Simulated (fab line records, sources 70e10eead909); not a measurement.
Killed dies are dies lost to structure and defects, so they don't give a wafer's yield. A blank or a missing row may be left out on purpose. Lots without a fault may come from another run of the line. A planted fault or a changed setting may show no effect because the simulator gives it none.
One fault seen from 2 desks | flow nand_harc | each desk has only its own numbers; what lay behind them comes last

THE DEFECT DESK
What the inspections along the route counted, lot by lot: means of the sampled wafers that have a number. A lot is out of limits, marked OUT, if its mean lies more than 4 standard deviations from the usual mean; the brackets give that distance.
Columns: A = raw_defect_count at NHARC_A_CHANNEL_HOLE_D1_INSPECT_40, usual 79
lot  | first seen here | A
L960 | day 9 01:17     | 109
L962 | day 10 03:23    | 30
L966 | day 12 03:08    | 458 (+13) OUT
L968 | day 12 22:05    | 540 (+16) OUT
L973 | day 14 23:13    | 109
L976 | day 15 14:41    | 100
L975 | day 15 15:13    | 81
L977 | day 16 04:35    | 119
L978 | day 16 17:42    | 121
L981 | day 18 00:13    | 63
L982 | day 18 08:58    | 47
This desk's finding: out of limits on L966, L968; first on L966, day 12 03:08 (raw_defect_count at NHARC_A_CHANNEL_HOLE_D1_INSPECT_40). In limits: L960, L962, L973, L976, L975, L977, L978, L981, L982.

THE TOOL OWNER'S DESK: har_etch-02
The tool's own readings at NHARC_A_CHANNEL_HOLE_D1_ETCH_21 (etches the open film in C4F8/O2/Ar, time 514.3 s, target depth 1600 nm): means of the sampled wafers that have a number, for each lot that ran on this tool. A lot is out of limits, marked OUT, if its mean lies more than 4 standard deviations from the usual mean; the brackets give that distance.
Columns: A = drypump_motor_current_A at NHARC_A_CHANNEL_HOLE_D1_ETCH_21, usual 6.00 A; B = showerhead_plenum_p_Torr at NHARC_A_CHANNEL_HOLE_D1_ETCH_21, usual 3.69 Torr; C = temp_c at NHARC_A_CHANNEL_HOLE_D1_ETCH_21, usual -20.00 C; D = throttle_valve_pct at NHARC_A_CHANNEL_HOLE_D1_ETCH_21, usual 32.156 %
lot  | first seen here | A    | B    | C      | D
L960 | day 8 19:58     | 5.98 | 3.68 | -20.14 | 32.158
L966 | day 11 21:59    | 5.51 | 3.74 | -19.84 | 32.153
L968 | day 12 16:43    | 5.55 | 3.74 | -19.96 | 32.162
L973 | day 14 18:05    | 5.96 | 3.64 | -20.07 | 32.159
L976 | day 15 09:29    | 5.54 | 3.72 | -19.81 | 32.161
L977 | day 15 23:16    | 5.95 | 3.63 | -19.98 | 32.156
L978 | day 16 12:26    | 5.75 | 3.66 | -20.01 | 32.158
L982 | day 18 03:40    | 5.97 | 3.85 | -20.12 | 32.156
This desk's finding: nothing out of limits on any of the 8 lots.

PUT TOGETHER
The defect desk could have raised an alarm at day 12 03:08, on L966, L968.
The tool owner's desk saw nothing out of limits.
The tool owner's desk has L966, L968 on record, within its limits.
Of the lots named, all ran NHARC_A_CHANNEL_HOLE_D1_ETCH_21 on har_etch-02.

WHAT THE SIMULATOR HAD PUT IN
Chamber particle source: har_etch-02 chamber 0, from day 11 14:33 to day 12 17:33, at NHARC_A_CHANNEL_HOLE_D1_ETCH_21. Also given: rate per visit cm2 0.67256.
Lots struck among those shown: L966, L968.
Hours from the fault's start to each desk's first reading out of limits: the defect desk, 13.
